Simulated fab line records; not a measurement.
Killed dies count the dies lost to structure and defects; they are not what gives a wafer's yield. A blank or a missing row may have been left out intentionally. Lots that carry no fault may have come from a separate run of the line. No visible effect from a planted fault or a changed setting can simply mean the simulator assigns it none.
Split-lot study | flow n5-finfet | route with 1938 steps; 7 lots, 21 wafers read

== SPLIT DETAILS ==
At N5_BEOL_M0_SAQP_ETCH_107 (etches SiNx in CH3F/O2, target depth 30 nm), the setting bias-w was moved away from the recipe's 73 W on 6 of the 21 wafers read, by -8.6% to +13.2%. For the rest of the wafers, this setting stayed at what the recipe calls for.

The reading comes from the split's own step.

== THE READING ==
rf-vpp-V, in V, at N5_BEOL_M0_SAQP_ETCH_107 (etches SiNx in CH3F/O2, target depth 30 nm). A value of 296 V with a standard deviation of 7.4 V is what fault-free wafers of this fab line usually give.

wafer  | tool, chamber at the split | bias-w as run, W | against the recipe | rf-vpp-V, V | against lot-mates on the recipe
L080.1 | rie-diel-03, 0             | 82.63            | +13.2%             | 323         | +30
L080.4 | rie-diel-03, 2             | 73               | recipe             | 293         | -
L080.5 | rie-diel-03, 1             | 82.63            | +13.2%             | 325         | +32
L083.3 | rie-diel-02, 2             | 73               | recipe             | 285         | -
L083.4 | rie-diel-02, 1             | 81.33            | +11.4%             | 325         | +40
L083.6 | rie-diel-02, 2             | 81.33            | +11.4%             | 312         | +27
L087.2 | rie-diel-02, 2             | 73               | recipe             | 286         | -
L087.3 | rie-diel-02, 1             | 73               | recipe             | 297         | -
L087.5 | rie-diel-02, 0             | 73               | recipe             | 293         | -
L091.2 | rie-diel-01, 2             | 73               | recipe             | 310         | -
L091.5 | rie-diel-01, 2             | 66.71            | -8.6%              | 290         | -14
L091.6 | rie-diel-01, 3             | 73               | recipe             | 299         | -
L095.3 | rie-diel-02, 0             | 73               | recipe             | 292         | -
L095.4 | rie-diel-02, 1             | 73               | recipe             | 298         | -
L095.5 | rie-diel-02, 0             | 73               | recipe             | 294         | -
L096.1 | rie-diel-03, 1             | 73               | recipe             | 293         | -
L096.3 | rie-diel-03, 2             | 73               | recipe             | 293         | -
L096.6 | rie-diel-03, 2             | 68.91            | -5.6%              | 281         | -12
L097.4 | rie-diel-02, 1             | 73               | recipe             | 297         | -
L097.5 | rie-diel-02, 0             | 73               | recipe             | 293         | -
L097.6 | rie-diel-02, 3             | 73               | recipe             | 289         | -

THE FIT
A straight line over all 21 wafers: rf-vpp-V changes by +1.98 V for each +1% of bias-w; r = +0.88; the points scatter about the line by 6.3 V.
The same after taking each lot's own level away (the mean of its wafers on the recipe; 21 wafers): +2.45 V for each +1%; r = +0.96; scatter 4.3 V.
The reading moves by 32 V for the largest change in bias-w, on that fit.
Measured against the standard deviation above, the lots' own levels, which go from 285.0 to 304.5 V, span 2.6 times it.
So the lot-to-lot level changes the slope: the two fits differ.
Check: +34.1 V against its lot-mates is what the line predicts for one of the wafers moved furthest among these (+13.2%) when that wafer is left out of the fit. It came out at +30 V against them.
Tool readings at the split's step, against how far the setting was moved: rf-vpp-V r = +0.88.

== THE OTHER SPLITS THESE WAFERS WENT THROUGH ==
Before the reading, these wafers also passed through other splits. Each is held against what the fit with the lots' levels taken away leaves over:
other split on the same wafers          | wafers away from the commonest value | r with rf-vpp-V (lot level and that fit taken away)
N5_BEOL_M0_SAQP_PECVD_96 time-s         | 7                                    | -0.18
N5_BEOL_M0_SAQP_ETCH_106 target-depth-a | 8                                    | +0.13

== THE FILE'S OWN FIT ==
rf-vpp-V changes by +2.37 V for each +1% of bias-w, r = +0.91.
